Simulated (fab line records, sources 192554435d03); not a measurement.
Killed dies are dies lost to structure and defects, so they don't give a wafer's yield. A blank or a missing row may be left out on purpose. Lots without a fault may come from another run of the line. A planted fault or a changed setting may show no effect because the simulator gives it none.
fab line records | flow n5_finfet
record lots=24 wafers=72 last_day=17
route steps=1938 shown FIN_SAQP@126 DUMMY_GATE@246 SD_EPI_N@272
lots that met no fault: from a run of the same line without faults
start_h: hours from the record's first day to the start of the lot's first wafer shown | wait_h: hours since the lot's step before | " the same as in the row above | L1.1+2: a row that stands for several wafers | - no value, or no start given | * or withheld: withheld | < > ~ a bound
route shown NAME@n: a module of which the file shows steps, and the number in the route of the first | usual: mean/standard deviation of fault-free wafers | same: alike in all rows | chamber/n: place in a boat | sites: the reading at each site | _std_site: their standard deviation | _edge_site: outer sites' mean less inner sites' | radius_mm: how far each site lies from the wafer's centre | mask NAME#n: copy n | behind: the tool/chamber that last shaped the wafer | hold: why the lot was held/for how many hours/how that ended | device: the transistor (n, p or np) that didn't switch | end of line: the same wafers' tests at the end of the route | a step without rows: its recipe alone | killed: dies lost to structure and defects at the first sort, not the wafer's yield | map: a wafer's dies, x killed, . not, _ none there
set.NAME: the setting as run; set.NAME@STEP: as run at that earlier step | model.NAME: the simulator's own value behind a step, which no gauge read
steps of the route over a sample of lots; a table a step, a row a wafer
services: from which hour (start_h, from the record's first day; less than 0 if before it) a tool's chamber was out of use, for how many hours, and why
## steps
# step N5_FIN_SAQP_SPACER1_ETCHBACK_25
# recipe chemistry=CHF3/O2 mode=anisotropic_etchback target=SiO2 target_depth_a=244 time_s=12.2 pressure_mtorr=30 source_w=650 bias_w=170 Ar_flow_sccm=200 CHF3_flow_sccm=50 O2_flow_sccm=5 ion_energy_ev=200
# usual drypump_motor_current_A=5.7/0.52 oes_f_703_au=0.83/0.086 oes_product_au=0.82/0.089 rf_fwd_power_W=646.1/2.1 rf_vpp_V=523/5.5 showerhead_plenum_p_Torr=2.41/0.094 throttle_valve_pct=18.87/0.19
# same time_s=12.2
# columns lot.wafer tool chamber start_h wait_h drypump_motor_current_A oes_f_703_au oes_product_au rf_fwd_power_W rf_hours_counter_h rf_vpp_V showerhead_plenum_p_Torr throttle_valve_pct
L074.4 rie_diel-06 0 25.93 0.0 5.3 0.70 0.68 650.4 241 522 2.28 19.14
L074.5 " 3 " " 5.2 0.97 0.95 646.8 - 537 2.55 18.70
L074.6 " 2 " " 5.4 0.69 0.69 648.7 - 521 2.28 19.33
L075.2 rie_diel-01 2 30.39 0.4 6.4 0.73 0.73 644.2 198 521 2.38 18.94
L075.3 " 1 " " 5.3 0.75 0.73 646.3 154 522 2.41 18.92
L075.4 " 3 " " 5.7 0.68 0.66 646.9 242 527 2.36 19.27
L076.1 rie_diel-02 2 36.66 0.4 5.7 0.92 0.90 642.6 24 515 2.55 18.65
L076.3 " 1 " " 5.6 0.97 0.95 640.8 4 521 2.45 18.49
L076.4 " 0 " " 5.8 0.72 0.71 648.4 244 518 2.48 18.91
L077.2 rie_diel-06 0 43.93 0.4 5.3 0.69 0.67 644.7 247 521 2.28 19.17
L077.4 " 0 " " 5.3 0.69 0.68 648.8 - 521 2.28 19.15
L077.5 " 3 " " 5.1 0.95 0.94 647.7 - 534 2.55 18.71
L078.1 rie_diel-02 3 51.24 0.4 4.7 0.89 0.91 646.3 20 524 2.35 18.87
L078.2 " 2 " " 5.8 0.91 0.88 643.3 29 517 2.55 18.65
L078.4 " 1 " " 5.6 0.94 0.95 647.5 10 523 2.45 18.52
L079.2 rie_diel-01 0 55.34 0.4 6.1 0.78 0.76 643.5 173 516 2.31 19.07
L079.3 " 1 " " 5.3 0.75 0.72 645.2 163 523 2.40 18.92
L079.5 " 2 " " 6.4 0.73 0.73 644.9 - 519 2.38 18.96
L080.1 rie_diel-02 2 60.17 0.4 5.8 0.91 0.88 647.1 32 514 2.55 18.65
L080.5 " 1 " " 5.6 0.94 0.92 642.3 - 522 2.45 18.52
L080.6 " 2 " " 5.8 0.90 0.87 644.7 - 515 2.55 18.66
L081.2 rie_diel-06 1 66.84 0.4 6.6 0.83 0.83 644.9 76 524 2.33 18.83
L081.3 " 0 " " 5.3 0.69 0.68 645.9 256 520 2.27 19.17
L081.5 " 3 " " 5.2 0.92 0.91 645.6 - 535 2.54 18.73
L082.1 rie_diel-01 1 73.61 0.4 5.3 0.74 0.73 647.0 170 524 2.40 18.93
L082.4 " 0 " " 6.1 0.78 0.76 643.1 - 517 2.31 19.08
L082.6 " 2 " " 6.4 0.72 0.73 646.7 - 519 2.38 18.98
L083.1 rie_diel-01 1 80.15 0.4 5.3 0.74 0.72 644.3 173 524 2.40 18.94
L083.2 " 0 " " 6.1 0.77 0.75 643.7 183 516 2.31 19.09
L083.5 " 0 " " 6.1 0.77 0.75 644.4 - 517 2.31 19.08
L084.1 rie_diel-01 1 86.24 0.4 5.3 0.74 0.73 645.7 176 522 2.40 18.95
L084.2 " 2 " " 6.4 0.71 0.73 645.7 221 520 2.37 19.01
L084.4 " 1 " " 5.3 0.74 0.72 647.0 - 523 2.40 18.95
L085.2 rie_diel-06 1 93.68 0.4 6.7 0.81 0.81 646.7 88 525 2.32 18.84
L085.5 " 3 " " 5.1 0.90 0.89 644.0 - 535 2.54 18.76
L085.6 " 2 " " 5.5 0.93 0.92 647.5 - 530 2.56 18.94
L086.1 rie_diel-01 1 99.19 0.4 5.3 0.73 0.71 647.0 181 523 2.40 18.95
L086.3 " 3 " " 5.7 0.93 0.94 647.3 3 526 2.36 18.80
L086.4 " 0 " " 6.1 0.77 0.74 640.6 192 517 2.30 19.07
L087.3 rie_diel-06 0 103.01 0.5 5.3 0.95 0.94 647.2 3 529 2.56 18.80
L087.4 " 1 " " 6.6 0.81 0.82 647.0 91 525 2.32 18.86
L087.6 " 1 " " 6.7 0.82 0.82 646.3 - 523 2.32 18.86
L088.3 rie_diel-01 1 109.04 0.4 5.3 0.73 0.71 649.6 185 523 2.39 18.96
L088.5 " 2 " " 6.3 0.71 0.71 643.8 - 521 2.37 18.99
L088.6 " 3 " " 5.7 0.92 0.91 649.3 - 526 2.36 18.81
L089.4 rie_diel-02 1 116.26 0.4 5.6 0.89 0.87 641.2 38 521 2.44 18.56
L089.5 " 2 " " 5.8 0.86 0.83 646.8 - 517 2.54 18.71
L089.6 " 1 " " 5.6 0.89 0.88 644.2 - 521 2.44 18.56
L090.3 rie_diel-02 3 121.94 0.6 4.7 0.84 0.85 648.5 51 523 2.34 18.94
L090.5 " 0 " " 5.8 0.90 0.89 645.3 - 517 2.47 18.57
L090.6 " 3 " " 4.8 0.85 0.85 646.4 - 524 2.34 18.93
L091.1 rie_diel-02 0 128.29 0.6 5.8 0.90 0.89 645.0 24 519 2.47 18.59
L091.4 " 3 " " 4.7 0.85 0.85 649.2 54 522 2.34 18.92
L091.5 " 2 " " 5.8 0.85 0.82 645.7 - 516 2.54 18.70
L092.1 rie_diel-06 3 135.43 0.4 5.2 0.89 0.89 644.9 36 535 2.54 18.76
L092.3 " 2 " " 5.4 0.93 0.93 646.2 18 529 2.56 18.95
L092.6 " 1 " " 6.7 0.81 0.82 647.0 - 525 2.32 18.85
L093.2 rie_diel-06 2 139.93 0.4 5.5 0.92 0.93 648.3 19 529 2.56 18.94
L093.4 " 3 " " 5.2 0.89 0.89 647.6 37 535 2.54 18.77
L093.6 " 2 " " 5.4 0.92 0.92 650.4 - 529 2.56 18.93
L094.1 rie_diel-02 1 143.49 0.4 5.6 0.87 0.85 642.7 50 521 2.44 18.58
L094.2 " 2 " " 5.7 0.84 0.82 643.2 69 515 2.54 18.72
L094.6 " 2 " " 5.8 0.85 0.83 645.5 - 516 2.54 18.71
L095.1 rie_diel-02 0 149.69 0.4 5.8 0.89 0.87 644.3 31 519 2.46 18.62
L095.5 " 3 " " 4.7 0.83 0.83 645.1 - 522 2.33 18.93
L095.6 " 2 " " 5.7 0.85 0.82 643.8 - 513 2.54 18.71
L096.1 rie_diel-01 0 155.93 0.4 6.1 0.75 0.72 645.9 218 516 2.29 19.14
L096.2 " 3 " " 5.7 0.87 0.86 649.9 29 525 2.35 18.85
L096.6 " 1 " " 5.3 0.71 0.70 644.5 - 524 2.39 18.98
L097.1 rie_diel-01 0 161.83 0.4 6.1 0.75 0.72 644.1 220 517 2.29 19.14
L097.3 " 3 " " 5.7 0.86 0.86 650.3 32 527 2.35 18.86
L097.5 " 0 " " 6.0 0.75 0.72 645.1 - 516 2.29 19.12
# step N5_FIN_SAQP_RECESS_71
# recipe chemistry=HF/NH3 target=SiO2 target_depth_a=30 afs_cycles=1 temp_c=30 sublimation_temp_c=180 sublimation_time_s=60
# usual drypump_motor_current_A=5.7/0.4
# columns lot.wafer tool chamber start_h wait_h drypump_motor_current_A
L074.4 vapor_etch-02 0 27.19 0.1 5.4
L074.5 " 1 " " 6.3
L074.6 " 0 " " 5.4
L075.2 vapor_etch-02 0 31.72 0.0 5.4
L075.3 " 1 " " 6.3
L075.4 " 0 " " 5.4
L076.1 vapor_etch-01 0 37.73 0.0 5.6
L076.3 " 1 " " 5.3
L076.4 " 0 " " 5.6
L077.2 vapor_etch-01 0 45.14 0.0 5.6
L077.4 " 1 " " 5.3
L077.5 " 0 " " 5.6
L078.1 vapor_etch-01 1 52.61 0.0 5.3
L078.2 " 0 " " 5.6
L078.4 " 1 " " 5.3
L079.2 vapor_etch-02 1 56.50 0.0 6.3
L079.3 " 1 " " 6.3
L079.5 " 0 " " 5.4
L080.1 vapor_etch-02 1 61.67 0.0 6.3
L080.5 " 0 " " 5.4
L080.6 " 1 " " 6.3
L081.2 vapor_etch-02 1 67.94 0.0 6.3
L081.3 " 1 " " 6.3
L081.5 " 0 " " 5.4
L082.1 vapor_etch-02 1 74.69 0.0 6.3
L082.4 " 0 " " 5.4
L082.6 " 1 " " 6.3
L083.1 vapor_etch-02 1 81.24 0.0 6.3
L083.2 " 0 " " 5.4
L083.5 " 0 " " 5.4
L084.1 vapor_etch-02 0 87.62 0.0 5.4
L084.2 " 1 " " 6.3
L084.4 " 0 " " 5.5
L085.2 vapor_etch-02 1 94.87 0.0 6.3
L085.5 " 0 " " 5.4
L085.6 " 1 " " 6.3
L086.1 vapor_etch-01 0 100.26 0.0 5.6
L086.3 " 1 " " 5.3
L086.4 " 0 " " 5.6
L087.3 vapor_etch-01 0 104.16 0.1 5.6
L087.4 " 1 " " 5.3
L087.6 " 0 " " 5.6
L088.3 vapor_etch-02 0 110.58 0.1 5.5
L088.5 " 0 " " 5.4
L088.6 " 1 " " 6.3
L089.4 vapor_etch-02 0 117.46 0.1 5.4
L089.5 " 0 " " 5.4
L089.6 " 1 " " 6.3
L090.3 vapor_etch-01 1 123.33 0.1 5.3
L090.5 " 0 " " 5.6
L090.6 " 1 " " 5.3
L091.1 vapor_etch-01 1 129.76 0.0 5.3
L091.4 " 0 " " 5.6
L091.5 " 1 " " 5.3
L092.1 vapor_etch-01 0 136.50 0.0 5.6
L092.3 " 0 " " 5.6
L092.6 " 1 " " 5.3
L093.2 vapor_etch-02 0 141.16 0.0 5.4
L093.4 " 1 " " 6.3
L093.6 " 0 " " 5.5
L094.1 vapor_etch-01 1 144.73 0.0 5.3
L094.2 " 0 " " 5.6
L094.6 " 1 " " 5.3
L095.1 vapor_etch-01 0 151.04 0.3 5.6
L095.5 " 1 " " 5.3
L095.6 " 0 " " 5.6
L096.1 vapor_etch-02 0 157.05 0.0 5.5
L096.2 " 1 " " 6.3
L096.6 " 1 " " 6.3
L097.1 vapor_etch-01 1 162.91 0.0 5.3
L097.3 " 1 " " 5.3
L097.5 " 1 " " 5.3
# step N5_DUMMY_GATE_ETCH_32
# recipe chemistry=CF4 target=SiO2 target_depth_a=35 time_s=3.9 ion_energy_ev=350 pressure_mtorr=10 icp_w=800 bias_w=400 cf4_flow_sccm=80
# usual drypump_motor_current_A=5.8/0.44 oes_product_au=0.992/0.019 rf_fwd_power_W=789/3.9 throttle_valve_pct=21.76/0.24
# same time_s=3.9
# columns lot.wafer tool chamber start_h wait_h drypump_motor_current_A oes_product_au rf_fwd_power_W rf_hours_counter_h throttle_valve_pct
L074.4 rie_si-06 0 52.31 0.1 6.1 1.012 793 75 21.55
L074.5 " 0 " " 6.1 1.011 792 - 21.58
L074.6 " 1 " " 6.1 0.999 796 - 21.82
L075.2 rie_si-06 2 55.01 0.1 5.6 0.984 787 195 21.73
L075.3 " 1 " " 6.1 0.998 792 16 21.82
L075.4 " 3 " " 5.3 0.999 786 4 21.58
L076.1 rie_si-01 2 60.14 0.1 5.5 0.979 783 55 21.66
L076.3 " 1 " " 5.2 0.990 789 180 21.93
L076.4 " 0 " " 6.7 1.002 794 130 21.79
L077.2 rie_si-01 2 67.04 0.1 5.5 0.988 783 55 21.67
L077.4 " 1 " " 5.2 1.003 794 180 21.94
L077.5 " 1 " " 5.2 0.999 790 - 21.93
L078.1 rie_si-05 0 75.52 0.1 5.8 0.995 786 22 21.45
L078.2 " 2 " " 6.4 0.984 784 168 22.34
L078.4 " 1 " " 5.8 1.024 791 8 21.45
L079.2 rie_si-05 2 77.57 0.1 6.4 0.988 789 168 22.31
L079.3 " 1 " " 5.9 1.020 793 8 21.46
L079.5 " 2 " " 6.4 0.983 786 - 22.34
L080.1 rie_si-05 0 84.32 0.1 5.8 1.000 791 22 21.45
L080.5 " 2 " " 6.4 0.984 786 - 22.33
L080.6 " 3 " " 5.7 0.971 792 - 21.76
L081.2 rie_si-05 2 89.35 0.1 6.4 0.976 791 169 22.33
L081.3 " 1 " " 5.9 1.025 791 8 21.49
L081.5 " 2 " " 6.4 0.986 789 - 22.31
L082.1 rie_si-05 1 96.33 0.1 5.8 1.019 792 8 21.49
L082.4 " 2 " " 6.4 0.990 790 169 22.33
L082.6 " 1 " " 5.8 1.034 794 - 21.46
L083.1 rie_si-05 2 106.82 0.1 6.4 0.976 785 169 22.33
L083.2 " 0 " " 5.9 0.996 791 23 21.42
L083.5 " 3 " " 5.7 0.955 797 - 21.72
L084.1 rie_si-01 0 112.44 0.1 6.8 0.995 789 131 21.80
L084.2 " 1 " " 5.2 1.002 791 181 21.94
L084.4 " 3 " " 5.7 0.979 790 161 22.17
L085.2 rie_si-06 0 118.03 0.1 6.1 1.015 788 76 21.56
L085.5 " 0 " " 6.1 1.008 788 - 21.57
L085.6 " 1 " " 6.1 0.998 797 - 21.81
L086.1 rie_si-01 3 125.72 0.1 5.7 0.966 785 161 22.19
L086.3 " 0 " " 6.7 1.009 789 131 21.78
L086.4 " 1 " " 5.2 1.002 787 181 21.94
L087.3 rie_si-01 3 127.73 0.1 5.7 0.959 793 161 22.17
L087.4 " 1 " " 5.2 0.999 789 181 21.93
L087.6 " 1 " " 5.2 1.008 791 - 21.94
L088.3 rie_si-06 3 134.43 0.1 5.3 1.002 788 5 21.59
L088.5 " 3 " " 5.3 1.002 787 - 21.56
L088.6 " 0 " " 6.1 1.008 794 - 21.58
L089.4 rie_si-05 0 142.43 0.1 5.8 0.986 788 - 21.44
L089.5 " 3 " " 5.7 0.962 793 - 21.75
L089.6 " 1 " " 5.8 1.031 793 - 21.46
L090.3 rie_si-06 1 146.12 0.1 6.1 0.983 795 18 21.83
L090.5 " 2 " " 5.6 0.974 786 - 21.58
L090.6 " 1 " " 6.0 0.984 794 - 21.82
L091.1 rie_si-06 2 153.18 0.1 5.7 0.981 785 0 21.60
L091.4 " 1 " " 6.0 0.991 792 18 21.83
L091.5 " 3 " " 5.3 1.000 789 - 21.61
L092.1 rie_si-01 0 158.36 0.1 6.8 0.998 790 132 21.79
L092.3 " 2 " " 5.5 0.990 784 57 21.67
L092.6 " 1 " " 5.1 0.997 794 - 21.95
L093.2 rie_si-01 1 166.32 0.1 5.1 1.015 788 182 21.94
L093.4 " 2 " " 5.5 0.999 782 57 21.67
L093.6 " 2 " " 5.5 0.990 777 - 21.67
L094.1 rie_si-06 2 167.44 0.1 5.6 0.963 787 1 21.58
L094.2 " 3 " " 5.3 1.007 791 6 21.57
L094.6 " 0 " " 6.1 1.016 787 - 21.56
L095.1 rie_si-06 0 173.88 0.1 6.1 1.009 790 77 21.58
L095.5 " 0 " " 6.1 1.013 791 - 21.56
L095.6 " 3 " " 5.3 0.997 789 - 21.60
L096.1 rie_si-01 3 178.86 0.1 5.7 0.963 784 162 22.17
L096.2 " 0 " " 6.7 1.003 787 132 21.81
L096.6 " 0 " " 6.7 1.006 784 - 21.81
L097.1 rie_si-06 2 185.25 0.1 5.6 0.952 786 1 21.59
L097.3 " 0 " " 6.1 1.010 789 77 21.55
L097.5 " 3 " " 5.3 0.992 790 - 21.59
# step N5_SD_EPI_N_INSPECT_11
# recipe mode=adi inspect_instrument=macro
# usual raw_defect_count=2.1/1.4
# columns lot.wafer tool chamber start_h wait_h raw_defect_count
L074.4 defect_inspect-02 - 55.23 0.0 5
L074.5 " - " " 1
L074.6 " - " " 3
L075.2 defect_inspect-01 - 56.65 0.0 1
L075.3 " - " " 2
L075.4 " - " " 1
L076.1 defect_inspect-02 - 61.56 0.0 0
L076.3 " - " " 1
L076.4 " - " " 3
L077.2 defect_inspect-01 - 68.75 0.0 2
L077.4 " - " " 5
L077.5 " - " " 2
L078.1 defect_inspect-01 - 76.93 0.0 4
L078.2 " - " " 2
L078.4 " - " " 1
L079.2 defect_inspect-01 - 79.11 0.0 2
L079.3 " - " " 1
L079.5 " - " " 2
L080.1 defect_inspect-02 - 85.76 0.0 1
L080.5 " - " " 1
L080.6 " - " " 2
L081.2 defect_inspect-02 - 90.90 0.0 1
L081.3 " - " " 4
L081.5 " - " " 1
L082.1 defect_inspect-02 - 99.78 0.0 1
L082.4 " - " " 1
L082.6 " - " " 2
L083.1 defect_inspect-02 - 108.36 0.0 0
L083.2 " - " " 1
L083.5 " - " " 4
L084.1 defect_inspect-02 - 113.98 0.0 1
L084.2 " - " " 3
L084.4 " - " " 1
L085.2 defect_inspect-01 - 119.58 0.0 3
L085.5 " - " " 2
L085.6 " - " " 2
L086.1 defect_inspect-01 - 128.00 0.0 3
L086.3 " - " " 2
L086.4 " - " " 0
L087.3 defect_inspect-02 - 129.75 0.0 3
L087.4 " - " " 3
L087.6 " - " " 0
L088.3 defect_inspect-02 - 136.71 0.0 1
L088.5 " - " " 4
L088.6 " - " " 4
L089.4 defect_inspect-02 - 144.81 0.0 2
L089.5 " - " " 0
L089.6 " - " " 2
L090.3 defect_inspect-02 - 147.54 0.0 1
L090.5 " - " " 2
L090.6 " - " " 2
L091.1 defect_inspect-01 - 154.76 0.0 3
L091.4 " - " " 4
L091.5 " - " " 5
L092.1 defect_inspect-02 - 159.91 0.0 1
L092.3 " - " " 4
L092.6 " - " " 2
L093.2 defect_inspect-01 - 167.86 0.0 2
L093.4 " - " " 2
L093.6 " - " " 3
L094.1 defect_inspect-01 - 168.86 0.0 1
L094.2 " - " " 2
L094.6 " - " " 1
L095.1 defect_inspect-01 - 175.50 0.0 2
L095.5 " - " " 2
L095.6 " - " " 0
L096.1 defect_inspect-01 - 181.18 0.0 3
L096.2 " - " " 4
L096.6 " - " " 5
L097.1 defect_inspect-02 - 186.87 0.0 2
L097.3 " - " " 3
L097.5 " - " " 2
# step N5_SD_EPI_N_ETCH_34
# recipe chemistry=CF4 target=SiARC target_depth_a=455 mask_material=CAR-ArF-block time_s=75.8 ion_energy_ev=80 pressure_mtorr=40 source_w=545 bias_w=36 Ar_flow_sccm=100 cf4_flow_sccm=100 ends=cleared
# usual drypump_motor_current_A=5.6/0.49 etch_rf_on_time_s=75.1/1.2 oes_product_au=0.72/0.065 rf_fwd_power_W=539.0/2.4 rf_vpp_V=184.2/1.3 showerhead_plenum_p_Torr=2.16/0.074 throttle_valve_pct=15.51/0.2
# columns lot.wafer tool chamber start_h wait_h drypump_motor_current_A etch_rf_on_time_s oes_product_au rf_fwd_power_W rf_hours_counter_h rf_vpp_V showerhead_plenum_p_Torr throttle_valve_pct
L074.4 rie_diel-02 2 55.33 0.0 5.7 74.1 0.76 532.6 - 186.0 2.26 15.29
L074.5 " 3 " " 4.7 75.8 0.78 540.5 - 182.6 2.09 15.60
L074.6 " 1 " " 5.6 73.9 0.80 537.4 - 184.4 2.19 15.28
L075.2 rie_diel-02 2 56.86 0.0 5.8 74.8 0.76 537.6 30 186.1 2.26 15.27
L075.3 " 3 " " 4.7 75.9 0.77 542.9 22 183.8 2.09 15.58
L075.4 " 2 " " 5.8 74.7 0.76 535.3 - 185.6 2.26 15.29
L076.1 rie_diel-06 2 61.67 0.0 5.4 74.0 0.83 541.2 3 186.1 2.27 15.51
L076.3 " 1 " " 6.7 76.4 0.72 541.4 74 183.7 2.07 15.59
L076.4 " 3 " " 5.2 73.6 0.79 541.0 19 184.9 2.26 15.39
L077.2 rie_diel-06 2 69.81 0.0 5.4 74.4 0.83 542.1 6 186.4 2.27 15.51
L077.4 " 1 " " 6.7 76.3 0.71 537.6 - 184.4 2.07 15.58
L077.5 " 3 " " 5.1 74.2 0.78 538.7 - 186.9 2.26 15.38
L078.1 rie_diel-02 0 77.22 0.0 5.8 73.7 0.84 540.2 1 184.0 2.20 15.21
L078.2 " 3 " " 4.7 76.2 0.75 538.2 31 183.4 2.09 15.61
L078.4 " 1 " " 5.6 73.4 0.78 535.1 19 184.5 2.19 15.29
L079.2 rie_diel-01 2 79.18 0.0 6.4 74.5 0.62 538.2 217 184.1 2.12 15.78
L079.3 " 0 " " 6.1 72.6 0.65 541.8 183 182.6 2.06 15.86
L079.5 " 0 " " 6.1 72.7 0.66 541.3 - 182.3 2.06 15.84
L080.1 rie_diel-02 2 85.91 0.0 5.8 74.1 0.74 535.5 43 185.8 2.25 15.32
L080.5 " 0 " " 5.8 73.8 0.82 541.2 - 184.7 2.20 15.22
L080.6 " 1 " " 5.6 72.8 0.79 535.1 - 183.3 2.19 15.31
L081.2 rie_diel-01 3 90.97 0.0 5.7 77.1 0.82 541.3 0 183.3 2.10 15.46
L081.3 " 1 " " 5.3 75.1 0.62 539.4 179 184.4 2.14 15.75
L081.5 " 3 " " 5.7 76.8 0.82 541.4 - 184.6 2.10 15.45
L082.1 rie_diel-01 3 99.85 0.0 5.7 78.0 0.79 540.5 4 182.5 2.09 15.46
L082.4 " 2 " " 6.4 74.9 0.62 539.2 225 184.1 2.11 15.80
L082.6 " 3 " " 5.7 77.2 0.79 541.3 - 183.6 2.09 15.47
L083.1 rie_diel-02 2 108.81 0.0 5.7 75.2 0.72 536.5 52 185.3 2.25 15.34
L083.2 " 0 " " 5.8 75.6 0.78 540.3 15 185.0 2.19 15.25
L083.5 " 2 " " 5.8 75.2 0.73 536.7 - 185.1 2.25 15.33
L084.1 rie_diel-01 0 114.05 0.0 6.1 73.2 0.64 536.7 199 182.8 2.05 15.87
L084.2 " 1 " " 5.3 75.6 0.61 539.6 188 182.8 2.14 15.77
L084.4 " 3 " " 5.7 77.7 0.77 540.2 10 183.8 2.09 15.48
L085.2 rie_diel-02 2 121.17 0.0 5.8 75.8 0.72 540.2 59 185.5 2.25 15.37
L085.5 " 0 " " 5.8 74.5 0.77 541.1 - 185.2 2.19 15.25
L085.6 " 1 " " 5.6 73.7 0.75 534.1 - 184.2 2.18 15.35
L086.1 rie_diel-02 2 128.97 0.0 5.7 75.4 0.71 535.0 63 185.4 2.25 15.34
L086.3 " 1 " " 5.6 74.6 0.73 533.8 44 184.1 2.18 15.34
L086.4 " 0 " " 5.8 75.9 0.75 539.3 25 185.2 2.19 15.26
L087.3 rie_diel-02 3 130.49 0.0 4.7 75.5 0.72 538.7 55 183.9 2.08 15.66
L087.4 " 1 " " 5.6 73.8 0.74 535.1 45 185.0 2.18 15.34
L087.6 " 1 " " 5.6 73.5 0.74 532.9 - 183.7 2.18 15.34
L088.3 rie_diel-02 0 136.81 0.0 5.8 75.5 0.75 539.5 28 186.4 2.19 15.26
L088.5 " 2 " " 5.7 75.6 0.71 537.6 - 186.0 2.25 15.37
L088.6 " 1 " " 5.6 73.9 0.74 536.4 - 184.7 2.18 15.34
L089.4 rie_diel-01 3 144.87 0.0 5.7 77.0 0.74 540.5 24 183.2 2.09 15.50
L089.5 " 3 " " 5.7 75.5 0.75 540.2 - 181.5 2.09 15.52
L089.6 " 0 " " 6.1 72.3 0.63 537.6 - 183.4 2.05 15.90
L090.3 rie_diel-06 1 147.61 0.0 6.7 76.8 0.69 540.5 97 183.1 2.07 15.64
L090.5 " 3 " " 5.1 74.3 0.76 543.4 - 185.1 2.25 15.43
L090.6 " 2 " " 5.5 74.9 0.77 544.6 - 185.9 2.26 15.53
L091.1 rie_diel-06 2 155.12 0.0 5.4 75.2 0.77 539.6 26 185.7 2.26 15.54
L091.4 " 1 " " 6.7 77.3 0.67 541.2 101 183.1 2.07 15.62
L091.5 " 3 " " 5.2 73.8 0.75 540.1 - 185.9 2.25 15.45
L092.1 rie_diel-02 2 159.99 0.0 5.7 75.4 0.71 538.1 75 185.7 2.24 15.39
L092.3 " 3 " " 4.7 76.1 0.71 540.9 67 184.0 2.08 15.68
L092.6 " 2 " " 5.8 74.7 0.70 535.4 - 186.0 2.24 15.39
L093.2 rie_diel-02 3 167.93 0.0 4.8 77.1 0.70 540.7 70 184.0 2.08 15.69
L093.4 " 0 " " 5.8 75.4 0.74 538.4 38 184.8 2.19 15.30
L093.6 " 1 " " 5.6 73.4 0.73 536.9 - 186.1 2.18 15.38
L094.1 rie_diel-06 2 169.16 0.0 5.4 74.4 0.77 543.1 31 184.7 2.26 15.56
L094.2 " 3 " " 5.1 74.4 0.75 538.7 49 185.7 2.25 15.47
L094.6 " 1 " " 6.7 76.3 0.69 540.6 - 181.0 2.06 15.64
L095.1 rie_diel-02 1 175.57 0.0 5.6 73.5 0.72 536.4 62 184.1 2.17 15.38
L095.5 " 0 " " 5.8 75.1 0.74 540.7 - 184.4 2.18 15.31
L095.6 " 3 " " 4.7 76.1 0.71 541.4 - 183.6 2.08 15.70
L096.1 rie_diel-01 3 181.46 0.0 5.7 76.7 0.72 540.0 42 182.6 2.08 15.56
L096.2 " 1 " " 5.3 76.1 0.59 540.8 220 184.2 2.13 15.84
L096.6 " 2 " " 6.4 75.7 0.83 536.2 - 182.7 2.10 15.39
L097.1 rie_diel-01 1 186.94 0.0 5.3 76.4 0.59 540.7 222 183.4 2.13 15.82
L097.3 " 2 " " 6.4 75.5 0.82 536.3 2 182.9 2.10 15.38
L097.5 " 2 " " 6.4 75.5 0.81 536.9 - 182.7 2.10 15.37
# step N5_SD_EPI_N_LINER_46
# recipe material=SiNx target_thk_a=30 temp_c=400 ald_precursor_family=SiH2I2 ald_co_reactant=N2/H2-plasma pressure_torr=2
# usual heater_power_w=826/69
# columns lot.wafer tool chamber start_h wait_h heater_power_w
L074.4 ald_sin-03 0 58.97 0.1 901
L074.5 " 0 " " 907
L074.6 " 3 " " 867
L075.2 ald_sin-02 1 62.24 0.1 854
L075.3 " 2 " " 839
L075.4 " 3 " " 721
L076.1 ald_sin-02 2 67.12 0.2 836
L076.3 " 1 " " 874
L076.4 " 0 " " 794
L077.2 ald_sin-01 1 73.47 0.1 843
L077.4 " 0 " " 855
L077.5 " 1 " " 847
L078.1 ald_sin-03 2 80.88 0.2 811
L078.2 " 0 " " 876
L078.4 " 3 " " 816
L079.2 ald_sin-02 1 83.08 0.2 850
L079.3 " 2 " " 827
L079.5 " 0 " " 787
L080.1 ald_sin-02 1 89.63 0.2 857
L080.5 " 2 " " 839
L080.6 " 3 " " 746
L081.2 ald_sin-02 3 94.63 0.1 722
L081.3 " 2 " " 823
L081.5 " 3 " " 736
L082.1 ald_sin-01 3 103.51 0.2 952
L082.4 " 2 " " 932
L082.6 " 2 " " 914
L083.1 ald_sin-02 2 113.21 0.2 838
L083.2 " 0 " " 799
L083.5 " 1 " " 875
L084.1 ald_sin-03 1 117.89 0.3 720
L084.2 " 2 " " 812
L084.4 " 0 " " 918
L085.2 ald_sin-03 3 126.62 1.1 841
L085.5 " 0 " " 898
L085.6 " 1 " " 702
L086.1 ald_sin-02 2 132.66 0.2 827
L086.3 " 1 " " 843
L086.4 " 3 " " 729
L087.3 ald_sin-03 2 134.17 0.1 807
L087.4 " 0 " " 913
L087.6 " 1 " " 692
L088.3 ald_sin-03 3 140.66 0.2 845
L088.5 " 2 " " 799
L088.6 " 3 " " 828
L089.4 ald_sin-03 0 148.73 0.3 887
L089.5 " 2 " " 799
L089.6 " 1 " " 697
L090.3 ald_sin-01 2 151.48 0.3 957
L090.5 " 2 " " 946
L090.6 " 1 " " 829
L091.1 ald_sin-01 1 158.97 0.3 846
L091.4 " 3 " " 958
L091.5 " 1 " " 824
L092.1 ald_sin-01 2 164.31 0.6 927
L092.3 " 1 " " 828
L092.6 " 1 " " 834
L093.2 ald_sin-01 0 171.59 0.1 860
L093.4 " 3 " " 938
L093.6 " 1 " " 852
L094.1 ald_sin-02 1 172.81 0.2 855
L094.2 " 2 " " 844
L094.6 " 1 " " 854
L095.1 ald_sin-03 0 179.49 0.4 915
L095.5 " 3 " " 841
L095.6 " 0 " " 901
L096.1 ald_sin-02 0 185.12 0.2 786
L096.2 " 3 " " 723
L096.6 " 0 " " 769
L097.1 ald_sin-02 3 191.20 0.6 726
L097.3 " 0 " " 797
L097.5 " 3 " " 730
## services
# columns tool chamber start_h hours kind
vapor_etch-01 1 13.63 3.1 repair
ald_sin-03 3 22.61 5.2 repair
ald_sin-03 1 33.57 8.5 repair
ald_sin-03 - 36.41 0.9 repair
ald_sin-02 0 38.50 9.1 repair
rie_diel-01 0 40.40 11.1 repair
rie_diel-01 3 59.68 14.2 repair
rie_si-01 3 63.25 2.8 repair
ald_sin-03 0 67.58 5.5 repair
rie_diel-01 - 68.27 2.8 pm
rie_diel-02 1 68.50 2.2 repair
rie_diel-06 0 68.51 6.8 repair
vapor_etch-01 - 70.15 14.6 pm
rie_si-01 1 72.85 15.0 repair
rie_diel-06 2 83.58 4.7 repair
rie_diel-02 2 92.12 3.4 repair
rie_diel-06 - 104.51 28.1 pm
rie_si-06 3 118.00 4.1 repair
rie_si-05 2 142.00 35.5 repair
ald_sin-02 2 142.13 17.0 repair
rie_diel-02 0 145.20 4.2 repair
rie_si-01 1 145.51 2.4 repair
rie_si-06 3 146.01 1.5 repair
vapor_etch-02 - 179.59 2.8 pm
## key
fault none
